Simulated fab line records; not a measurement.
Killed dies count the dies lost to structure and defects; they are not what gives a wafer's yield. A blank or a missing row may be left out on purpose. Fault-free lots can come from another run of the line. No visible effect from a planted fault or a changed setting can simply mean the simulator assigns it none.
fab line records    flow n5-finfet
[record] lots = 7  wafers = 21
route steps=1938 shown BEOL_M1@758 BEOL_M2@879 BEOL_M3@938 BEOL_M4@1059
start-h: hours from the record's opening day to when the first of the lot's shown wafers began    wait-h: hours elapsed since this lot's preceding step    " same as the row above    L1.1+2: a row that stands for several wafers    - either no value or no given start    * or withheld: withheld    < > ~ a bound
route shown NAME@n: a module of which the file shows steps, and the number in the route of the first    usual: mean/standard deviation taken from wafers without a fault    same: alike in all rows    chamber/n: place in a boat    sites: each site's reading    _std_site: the values' standard deviation    _edge_site: the outer-site mean with the inner-site mean subtracted    radius-mm: for every site, how far away it sits from the centre of the wafer    mask NAME#n: copy n    behind: the tool/chamber that last shaped the wafer    hold: why the lot was held/for how many hours/how that ended    device: names the non-switching transistor (n, p or np)    end of line: the tests these same wafers got at the end of their route    a step with no rows: only its recipe    killed: the dies lost at the first sort to structure and to defects; this is not the yield of the wafer    map: dies across one wafer; x = killed, . = not, _ = none there
set.NAME: the setting the step ran with; set.NAME@STEP: the setting that earlier step ran with    model.NAME: the simulator's own value behind a step, which no gauge read
lots run with intentionally changed settings; tables by step, rows by wafer
[[steps]]
[step N5_BEOL_M1_COAT_05]
[recipe] resist = CAR-EUV  spin-rpm = 1500  resist-thk-nm = 30
lot.wafer  tool            chamber  start-h  wait-h  set.spin-rpm  model.CAR-EUV_of_BEOL_M1_COAT_05.thk-nm
L074.1+3   litho-track-02  0        -        -       1500          30
L074.4     "               0        "        "       1500          30.2
L078.1     litho-track-01  0        -        -       1500          30
L078.2     "               0        "        "       1342          31.6
L078.6     "               0        "        "       1500          29.8
L077.2+6   litho-track-03  0        -        -       1500          30
L077.3     "               0        "        "       1667          28.6
L080.2+3   litho-track-02  0        -        -       1500          30
L080.5     "               0        "        "       1388          31.2
L082.2+5   litho-track-02  0        -        -       1500          30.2
L082.3     "               0        "        "       1500          30
L086.1+6   litho-track-02  0        -        -       1500          30
L086.5     "               0        "        "       1500          30.2
L095.1+3   litho-track-03  0        -        -       1500          30.2
L095.4     "               0        "        "       1630          28.8
[step N5_BEOL_M1_EBR_07]
[recipe] solvent = PGMEA  ebr-width-mm = 1.5
[step N5_BEOL_M1_SOFTBAKE_06]
[recipe] temp-c = 110  time-s = 60  resist = CAR-EUV
[step N5_BEOL_M1_DESCUM_16]
[recipe] chemistry = O2  time-s = 7  source-power-w = 50  bias-power-w = 20  pressure-mtorr = 20  rf-frequency-hz = 2.712e+07  temp-c = 40  resist = CAR-EUV  o2-flow-sccm = 225
lot.wafer   tool         chamber  start-h  wait-h  set.spin-rpm@BEOL_M1_COAT_05  model.CAR-EUV_of_BEOL_M1_COAT_05.thk-nm
L074.1+4    rie-diel-03  2,3      127.39   0.0     1500                          26.2
L074.3      "            0        "        "       1500                          26
L078.1+6    rie-diel-03  0,3      159.84   0.0     1500                          26
L078.2      "            3        "        "       1342                          27.6
L077.2+6    rie-diel-06  3,2      159.91   0.0     1500                          26
L077.3      "            1        "        "       1667                          24.6
L080.2      rie-diel-01  1        170.65   0.2     1500                          26.2
L080.3      "            2        "        "       1500                          26
L080.5      "            1        "        "       1388                          27.2
L082.2+5    rie-diel-01  1,3      177.22   0.0     1500                          26.2
L082.3      "            2        "        "       1500                          26
L086.1+5+6  rie-diel-01  0,2,1    210.68   0.2     1500                          26.2
L095.1+3    rie-diel-03  3,1      261.03   0.1     1500                          26.2
L095.4      "            2        "        "       1630                          24.8
[step N5_BEOL_M1_ETCH_64]
[recipe] chemistry = N2/H2  target = SOC  target-depth-a = 750  overetch-a = 150  mask-material = SiARC  temp-c = 40  time-s = 112.5  ion-energy-ev = 200  pressure-mtorr = 30  source-w = 840  bias-w = 150  n2-flow-sccm = 200  h2-flow-sccm = 200
[usual] rf-vpp-V = 524.1/2.5
lot.wafer  tool         chamber  start-h  wait-h  set.source-w  rf-vpp-V
L074.1     rie-diel-03  2        127.46   0.0     920.8         511.7
L074.3     "            0        "        "       840           523.7
L074.4     "            3        "        "       840           524.4
L078.1     rie-diel-03  0        159.92   0.0     755.1         543.0
L078.2     "            3        "        "       840           523.8
L078.6     "            3        "        "       755.1         544.8
L077.2     rie-diel-06  3        159.99   0.0     755.8         543.9
L077.3     "            1        "        "       840           524.7
L077.6     "            2        "        "       755.8         539.6
L080.2     rie-diel-01  1        170.73   0.0     840           523.2
L080.3     "            2        "        "       710.4         559.6
L080.5     "            1        "        "       710.4         554.7
L082.2     rie-diel-01  1        177.30   0.0     840           522.9
L082.3     "            2        "        "       840           529.0
L082.5     "            3        "        "       840           521.3
L086.1     rie-diel-01  0        210.76   0.0     753.6         541.8
L086.5     "            2        "        "       840           527.5
L086.6     "            1        "        "       840           523.2
L095.1     rie-diel-03  3        261.11   0.0     777.2         538.0
L095.3     "            1        "        "       777.2         533.6
L095.4     "            2        "        "       840           526.1
[step N5_BEOL_M2_DESCUM_33]
[recipe] chemistry = O2  time-s = 7  source-power-w = 50  bias-power-w = 20  pressure-mtorr = 20  rf-frequency-hz = 2.712e+07  temp-c = 40  resist = CAR-EUV  o2-flow-sccm = 225
lot.wafer   tool         chamber  start-h  wait-h  set.time-s  model.CAR-EUV_of_BEOL_M2_COAT_22.thk-nm
L074.1+4    rie-diel-05  3,2      149.00   1.8     7.875       25.6
L074.3      "            0        "        "       7           26
L077.2      rie-diel-02  0        173.31   0.0     8.472       25.6
L077.3      "            1        "        "       7           26.2
L077.6      "            3        "        "       8.472       25.4
L078.1+2+6  rie-diel-02  0,2,2    176.80   0.1     7           26.2
L080.2+3+5  rie-diel-04  1,0,3    189.53   0.3     5.949       26.6
L082.2+3+5  rie-diel-04  0,2,3    198.41   0.1     7           26
L086.1+5    rie-diel-05  3,0      221.37   0.0     7           26
L086.6      "            2        "        "       6.299       26.4
L095.1      rie-diel-02  1        271.35   0.4     6.157       26.6
L095.3      "            0        "        "       7           26.2
L095.4      "            3        "        "       7           26
[step N5_BEOL_M2_ETCH_77]
[recipe] chemistry = N2/H2  target = underlayer  target-depth-a = 65  mask-material = CAR-EUV  time-s = 5.2  ion-energy-ev = 200  pressure-mtorr = 30  source-w = 840  bias-w = 150  n2-flow-sccm = 200  h2-flow-sccm = 200  ends = cleared
lot.wafer   tool         chamber  start-h  wait-h  set.time-s@BEOL_M2_DESCUM_33  model.CAR-EUV_of_BEOL_M2_COAT_22.thk-nm
L074.1      rie-diel-05  3        149.04   0.0     7.875                         19.8
L074.3      "            0        "        "       7                             20.2
L074.4      "            2        "        "       7.875                         20
L077.2      rie-diel-02  0        173.35   0.0     8.472                         19.8
L077.3      "            1        "        "       7                             20.4
L077.6      "            3        "        "       8.472                         19.6
L078.1+2+6  rie-diel-02  0,2,2    176.83   0.0     7                             20.4
L080.2+3+5  rie-diel-04  1,0,3    189.56   0.0     5.949                         20.8
L082.2      rie-diel-04  0        198.45   0.0     7                             20.2
L082.3+5    "            2,3      "        "       7                             20.4
L086.1      rie-diel-05  3        221.40   0.0     7                             20.2
L086.5      "            0        "        "       7                             20.4
L086.6      "            2        "        "       6.299                         20.6
L095.1      rie-diel-02  1        271.38   0.0     6.157                         20.8
L095.3      "            0        "        "       7                             20.4
L095.4      "            3        "        "       7                             20.2
[step N5_BEOL_M2_ETCH_69]
[recipe] chemistry = CF4  target = SiARC  target-depth-a = 156  mask-material = CAR-EUV  time-s = 26  ion-energy-ev = 80  pressure-mtorr = 40  source-w = 545  bias-w = 36  Ar_flow_sccm = 100  cf4-flow-sccm = 100  ends = cleared
lot.wafer   tool         chamber  start-h  wait-h  set.time-s@BEOL_M2_DESCUM_33  model.CAR-EUV_of_BEOL_M2_COAT_22.thk-nm
L074.1+4    rie-diel-05  3,2      149.05   0.0     7.875                         10.6
L074.3      "            0        "        "       7                             11
L077.2+6    rie-diel-02  0,3      173.36   0.0     8.472                         10.4
L077.3      "            1        "        "       7                             11.2
L078.1+2+6  rie-diel-02  0,2,2    176.85   0.0     7                             11.2
L080.2+3+5  rie-diel-04  1,0,3    189.58   0.0     5.949                         11.6
L082.2+3+5  rie-diel-04  0,2,3    198.47   0.0     7                             11
L086.1      rie-diel-05  3        221.42   0.0     7                             11
L086.5      "            0        "        "       7                             11.2
L086.6      "            2        "        "       6.299                         11.4
L095.1      rie-diel-02  1        271.40   0.0     6.157                         11.6
L095.3      "            0        "        "       7                             11.2
L095.4      "            3        "        "       7                             11
[step N5_BEOL_M2_ETCHBACK_99]
[recipe] chemistry = CHF3  target = SiO2  target-depth-a = 50  time-s = 10.4  source-w = 215  bias-w = 47  Ar_flow_sccm = 200  CHF3_flow_sccm = 12  ion-energy-ev = 100  pressure-mtorr = 30
lot.wafer  tool         chamber  start-h  wait-h  set.time-s  set.time-s@BEOL_M2_DESCUM_33  model.CAR-EUV_of_BEOL_M2_COAT_22.thk-nm
L074.1     rie-diel-02  2        170.47   20.8    12.01       7.875                         9.6
L074.3     "            1        "        "       10.4        7                             10.2
L074.4     "            3        "        "       12.01       7.875                         9.8
L077.2+6   rie-diel-04  3,1      203.67   30.2    8.898       8.472                         9.8
L077.3     "            2        "        "       10.4        7                             10.4
L078.1     rie-diel-02  2        206.19   29.1    10.4        7                             10.4
L078.2+6   "            3,0      "        "       11.41       7                             10.4
L080.2+5   rie-diel-04  0,1      221.82   31.2    8.874       5.949                         11
L080.3     "            3        "        "       10.4        5.949                         10.8
L082.2     rie-diel-05  0        224.45   25.8    10.4        7                             10.2
L082.3+5   "            1        "        "       10.4        7                             10.4
L086.1     rie-diel-05  3        245.61   23.6    11.89       7                             10.2
L086.5     "            2        "        "       10.4        7                             10.4
L086.6     "            1        "        "       10.4        6.299                         10.8
L095.1     rie-diel-02  2        291.81   20.0    10.4        6.157                         11
L095.3     "            3        "        "       11.2        7                             10.4
L095.4     "            1        "        "       11.2        7                             10.2
[step N5_BEOL_M3_COAT_05]
[recipe] resist = CAR-EUV  spin-rpm = 1500  resist-thk-nm = 30
lot.wafer   tool            chamber  start-h  wait-h  set.spin-rpm  model.CAR-EUV_of_BEOL_M3_COAT_05.thk-nm
L074.1      litho-track-01  0        -        -       1419          30.8
L074.3+4    "               0        "        "       1500          30
L077.2      litho-track-03  0        -        -       1500          30.2
L077.3      "               0        "        "       1399          31.2
L077.6      "               0        "        "       1500          30
L078.1      litho-track-03  0        -        -       1500          30
L078.2      "               0        "        "       1428          30.8
L078.6      "               0        "        "       1428          30.6
L080.2      litho-track-01  0        -        -       1500          29.8
L080.3+5    "               0        "        "       1500          30
L082.2+3+5  litho-track-03  0        -        -       1500          30
L086.1      litho-track-03  0        -        -       1397          31.2
L086.5+6    "               0        "        "       1397          31
L095.1+3    litho-track-04  0        -        -       1500          30
L095.4      "               0        "        "       1438          30.6
[step N5_BEOL_M3_EBR_07]
[recipe] solvent = PGMEA  ebr-width-mm = 1.5
[step N5_BEOL_M3_SOFTBAKE_06]
[recipe] temp-c = 110  time-s = 60  resist = CAR-EUV
[step N5_BEOL_M3_DESCUM_16]
[recipe] chemistry = O2  time-s = 7  source-power-w = 50  bias-power-w = 20  pressure-mtorr = 20  rf-frequency-hz = 2.712e+07  temp-c = 40  resist = CAR-EUV  o2-flow-sccm = 225
[step N5_BEOL_M3_ETCH_74]
[recipe] chemistry = N2/H2  target = underlayer  target-depth-a = 65  mask-material = CAR-EUV  time-s = 5.2  ion-energy-ev = 200  pressure-mtorr = 30  source-w = 840  bias-w = 150  n2-flow-sccm = 200  h2-flow-sccm = 200  ends = cleared
lot.wafer   tool         chamber  start-h  wait-h  set.spin-rpm@BEOL_M3_COAT_05  model.CAR-EUV_of_BEOL_M3_COAT_05.thk-nm
L074.1      rie-diel-03  3        176.09   0.0     1419                          21.2
L074.3      "            0        "        "       1500                          20.2
L074.4      "            3        "        "       1500                          20.4
L077.2      rie-diel-03  3        210.59   0.0     1500                          20.6
L077.3      "            1        "        "       1399                          21.6
L077.6      "            2        "        "       1500                          20.4
L078.1      rie-diel-06  2        212.28   0.0     1500                          20.2
L078.2+6    "            0,3      "        "       1428                          21
L080.2      rie-diel-03  1        228.21   0.0     1500                          20.2
L080.3+5    "            0,2      "        "       1500                          20.4
L082.2+3+5  rie-diel-01  1,2,0    230.47   0.0     1500                          20.4
L086.1+5+6  rie-diel-06  1,3,0    252.30   0.0     1397                          21.4
L095.1+3    rie-diel-06  3,1      297.38   0.0     1500                          20.4
L095.4      "            3        "        "       1438                          21
[step N5_BEOL_M3_ETCH_63]
[recipe] chemistry = CF4  target = SiARC  target-depth-a = 156  mask-material = CAR-EUV  time-s = 26  ion-energy-ev = 80  pressure-mtorr = 40  source-w = 545  bias-w = 36  Ar_flow_sccm = 100  cf4-flow-sccm = 100  ends = cleared
lot.wafer   tool         chamber  start-h  wait-h  set.spin-rpm@BEOL_M3_COAT_05  model.CAR-EUV_of_BEOL_M3_COAT_05.thk-nm
L074.1      rie-diel-03  3        176.11   0.0     1419                          12
L074.3      "            0        "        "       1500                          11
L074.4      "            3        "        "       1500                          11.2
L077.2+6    rie-diel-03  3,2      210.61   0.0     1500                          11.2
L077.3      "            1        "        "       1399                          12.4
L078.1      rie-diel-06  2        212.30   0.0     1500                          11
L078.2+6    "            0,3      "        "       1428                          11.8
L080.2+3    rie-diel-03  1,0      228.22   0.0     1500                          11
L080.5      "            2        "        "       1500                          11.2
L082.2+3+5  rie-diel-01  1,2,0    230.48   0.0     1500                          11.2
L086.1+5+6  rie-diel-06  1,3,0    252.31   0.0     1397                          12.2
L095.1+3    rie-diel-06  3,1      297.40   0.0     1500                          11.2
L095.4      "            3        "        "       1438                          11.8
[step N5_BEOL_M3_ETCH_64]
[recipe] chemistry = N2/H2  target = SOC  target-depth-a = 750  overetch-a = 150  mask-material = SiARC  temp-c = 40  time-s = 112.5  ion-energy-ev = 200  pressure-mtorr = 30  source-w = 840  bias-w = 150  n2-flow-sccm = 200  h2-flow-sccm = 200
lot.wafer   tool         chamber  start-h  wait-h  set.time-s  model.SiARC_of_BEOL_M3_COAT_62.thk-nm
L074.1+3    rie-diel-03  3,0      176.13   0.0     112.5       6.8
L074.4      "            3        "        "       88.61       8
L077.2      rie-diel-03  3        210.64   0.0     88.94       8
L077.3+6    "            1,2      "        "       112.5       6.8
L078.1+2    rie-diel-06  2,0      212.33   0.0     99.65       7.4
L078.6      "            3        "        "       112.5       7
L080.2+3    rie-diel-03  1,0      228.25   0.0     112.5       6.8
L080.5      "            2        "        "       102.6       7.2
L082.2+5    rie-diel-01  1,0      230.51   0.0     112.5       6.8
L082.3      "            2        "        "       112.5       6.6
L086.1+5+6  rie-diel-06  1,3,0    252.34   0.0     112.5       6.8
L095.1+4    rie-diel-06  3        297.43   0.0     119.9       6.4
L095.3      "            1        "        "       112.5       6.8
[step N5_BEOL_M4_DESCUM_33]
[recipe] chemistry = O2  time-s = 7  source-power-w = 50  bias-power-w = 20  pressure-mtorr = 20  rf-frequency-hz = 2.712e+07  temp-c = 40  resist = CAR-EUV  o2-flow-sccm = 225
lot.wafer   tool         chamber  start-h  wait-h  set.time-s  model.CAR-EUV_of_BEOL_M4_COAT_22.thk-nm
L074.1      rie-diel-05  1        184.27   0.0     7           26.2
L074.3      "            0        "        "       6.231       26.6
L074.4      "            3        "        "       7           26
L077.2      rie-diel-04  2        221.43   0.0     7           26.2
L077.3      "            1        "        "       7           26
L077.6      "            2        "        "       7.804       25.6
L078.1+6    rie-diel-05  2,1      223.06   0.0     7           26
L078.2      "            0        "        "       6.059       26.6
L080.2      rie-diel-04  1        236.67   0.3     7.806       25.6
L080.3+5    "            0,2      "        "       7           26
L082.2+3+5  rie-diel-05  1,3,0    242.66   0.4     7           26
L086.1+6    rie-diel-04  2        260.55   0.0     7           26
L086.5      "            3        "        "       6.179       26.4
L095.1+3    rie-diel-05  3,1      341.01   0.1     6.284       26.4
L095.4      "            0        "        "       7           26
[step N5_BEOL_M4_ETCH_77]
[recipe] chemistry = N2/H2  target = underlayer  target-depth-a = 65  mask-material = CAR-EUV  time-s = 5.2  ion-energy-ev = 200  pressure-mtorr = 30  source-w = 840  bias-w = 150  n2-flow-sccm = 200  h2-flow-sccm = 200  ends = cleared
lot.wafer  tool         chamber  start-h  wait-h  set.time-s@BEOL_M4_DESCUM_33  model.CAR-EUV_of_BEOL_M4_COAT_22.thk-nm
L074.1+4   rie-diel-05  1,3      184.31   0.0     7                             20.4
L074.3     "            0        "        "       6.231                         20.8
L077.2+3   rie-diel-04  2,1      221.46   0.0     7                             20.4
L077.6     "            2        "        "       7.804                         19.8
L078.1     rie-diel-05  2        223.10   0.0     7                             20.2
L078.2     "            0        "        "       6.059                         20.8
L078.6     "            1        "        "       7                             20.4
L080.2     rie-diel-04  1        236.70   0.0     7.806                         19.8
L080.3+5   "            0,2      "        "       7                             20.2
L082.2+3   rie-diel-05  1,3      242.69   0.0     7                             20.2
L082.5     "            0        "        "       7                             20.4
L086.1     rie-diel-04  2        260.58   0.0     7                             20.4
L086.5     "            3        "        "       6.179                         20.6
L086.6     "            2        "        "       7                             20.2
L095.1+3   rie-diel-05  3,1      341.05   0.0     6.284                         20.6
L095.4     "            0        "        "       7                             20.2
[step N5_BEOL_M4_ETCH_69]
[recipe] chemistry = CF4  target = SiARC  target-depth-a = 156  mask-material = CAR-EUV  time-s = 26  ion-energy-ev = 80  pressure-mtorr = 40  source-w = 545  bias-w = 36  Ar_flow_sccm = 100  cf4-flow-sccm = 100  ends = cleared
lot.wafer   tool         chamber  start-h  wait-h  set.time-s@BEOL_M4_DESCUM_33  model.CAR-EUV_of_BEOL_M4_COAT_22.thk-nm
L074.1      rie-diel-05  1        184.32   0.0     7                             11.2
L074.3      "            0        "        "       6.231                         11.6
L074.4      "            3        "        "       7                             11
L077.2+3    rie-diel-04  2,1      221.48   0.0     7                             11.2
L077.6      "            2        "        "       7.804                         10.6
L078.1      rie-diel-05  2        223.11   0.0     7                             11
L078.2      "            0        "        "       6.059                         11.6
L078.6      "            1        "        "       7                             11.2
L080.2      rie-diel-04  1        236.72   0.0     7.806                         10.6
L080.3+5    "            0,2      "        "       7                             11
L082.2+3+5  rie-diel-05  1,3,0    242.71   0.0     7                             11
L086.1+6    rie-diel-04  2        260.60   0.0     7                             11
L086.5      "            3        "        "       6.179                         11.4
L095.1+3    rie-diel-05  3,1      341.06   0.0     6.284                         11.4
L095.4      "            0        "        "       7                             11
[step N5_BEOL_M4_ALD_98]
[recipe] material = SiO2  target-thk-a = 25  temp-c = 100  ald-precursor-family = BDEAS  ald-co-reactant = O2-plasma  pulse-time-s = 1  co-reactant-pulse-time-s = 1  purge-time-s = 2  co-reactant-purge-time-s = 2  ald-cycles = 17  pressure-torr = 2
[step N5_BEOL_M4_ETCHBACK_99]
[recipe] chemistry = CHF3  target = SiO2  target-depth-a = 50  time-s = 10.4  source-w = 215  bias-w = 47  Ar_flow_sccm = 200  CHF3_flow_sccm = 12  ion-energy-ev = 100  pressure-mtorr = 30
lot.wafer  tool         chamber  start-h  wait-h  set.time-s@BEOL_M4_DESCUM_33  model.CAR-EUV_of_BEOL_M4_COAT_22.thk-nm
L074.1     rie-diel-04  3        206.40   21.8    7                             10.6
L074.3     "            2        "        "       6.231                         11
L074.4     "            1        "        "       7                             10.4
L077.2+3   rie-diel-04  3,1      248.33   26.2    7                             10.4
L077.6     "            1        "        "       7.804                         10
L078.1     rie-diel-05  3        254.35   31.1    7                             10.2
L078.2     "            2        "        "       6.059                         10.8
L078.6     "            2        "        "       7                             10.4
L080.2     rie-diel-04  2        260.99   24.0    7.806                         9.8
L080.3     "            3        "        "       7                             10.4
L080.5     "            3        "        "       7                             10.2
L082.2+3   rie-diel-02  3,1      270.37   27.5    7                             10.2
L082.5     "            0        "        "       7                             10.4
L086.1+6   rie-diel-04  3        291.64   30.9    7                             10.4
L086.5     "            2        "        "       6.179                         10.6
L095.1     rie-diel-02  1        359.56   18.4    6.284                         10.6
L095.3     "            3        "        "       6.284                         10.8
L095.4     "            0        "        "       7                             10.4
[[key]]
[split] step = N5_BEOL_M1_COAT_05  setting = spin-rpm  stated = 1500  by = wafer
[response] step = N5_BEOL_M1_COAT_05  reading = model.CAR-EUV_of_BEOL_M1_COAT_05.thk-nm  change = -0.149  per = 1%  r = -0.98
[response] step = N5_BEOL_M1_DESCUM_16  reading = model.CAR-EUV_of_BEOL_M1_COAT_05.thk-nm  change = -0.144  per = 1%  r = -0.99
[split] step = N5_BEOL_M1_ETCH_64  setting = source-w  stated = 840  by = wafer
[response] step = N5_BEOL_M1_ETCH_64  reading = rf-vpp-V  change = -1.81  per = 1%  r = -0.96
[split] step = N5_BEOL_M2_DESCUM_33  setting = time-s  stated = 7  by = wafer
[response] step = N5_BEOL_M2_DESCUM_33  reading = model.CAR-EUV_of_BEOL_M2_COAT_22.thk-nm  change = -0.0353  per = 1%  r = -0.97
[response] step = N5_BEOL_M2_ETCH_77  reading = model.CAR-EUV_of_BEOL_M2_COAT_22.thk-nm  change = -0.0326  per = 1%  r = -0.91
[response] step = N5_BEOL_M2_ETCH_69  reading = model.CAR-EUV_of_BEOL_M2_COAT_22.thk-nm  change = -0.0366  per = 1%  r = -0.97
[response] step = N5_BEOL_M2_ETCHBACK_99  reading = model.CAR-EUV_of_BEOL_M2_COAT_22.thk-nm  change = -0.0383  per = 1%  r = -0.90
[split] step = N5_BEOL_M2_ETCHBACK_99  setting = time-s  stated = 10.4  by = wafer
response none clear
[split] step = N5_BEOL_M3_COAT_05  setting = spin-rpm  stated = 1500  by = wafer
[response] step = N5_BEOL_M3_COAT_05  reading = model.CAR-EUV_of_BEOL_M3_COAT_05.thk-nm  change = -0.153  per = 1%  r = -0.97
[response] step = N5_BEOL_M3_ETCH_74  reading = model.CAR-EUV_of_BEOL_M3_COAT_05.thk-nm  change = -0.162  per = 1%  r = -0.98
[response] step = N5_BEOL_M3_ETCH_63  reading = model.CAR-EUV_of_BEOL_M3_COAT_05.thk-nm  change = -0.168  per = 1%  r = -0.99
[split] step = N5_BEOL_M3_ETCH_64  setting = time-s  stated = 112.5  by = wafer
[response] step = N5_BEOL_M3_ETCH_64  reading = model.SiARC_of_BEOL_M3_COAT_62.thk-nm  change = -0.0538  per = 1%  r = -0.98
[split] step = N5_BEOL_M4_DESCUM_33  setting = time-s  stated = 7  by = wafer
[response] step = N5_BEOL_M4_DESCUM_33  reading = model.CAR-EUV_of_BEOL_M4_COAT_22.thk-nm  change = -0.0405  per = 1%  r = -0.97
[response] step = N5_BEOL_M4_ETCH_77  reading = model.CAR-EUV_of_BEOL_M4_COAT_22.thk-nm  change = -0.0374  per = 1%  r = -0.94
[response] step = N5_BEOL_M4_ETCH_69  reading = model.CAR-EUV_of_BEOL_M4_COAT_22.thk-nm  change = -0.0402  per = 1%  r = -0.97
[response] step = N5_BEOL_M4_ETCHBACK_99  reading = model.CAR-EUV_of_BEOL_M4_COAT_22.thk-nm  change = -0.0346  per = 1%  r = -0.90
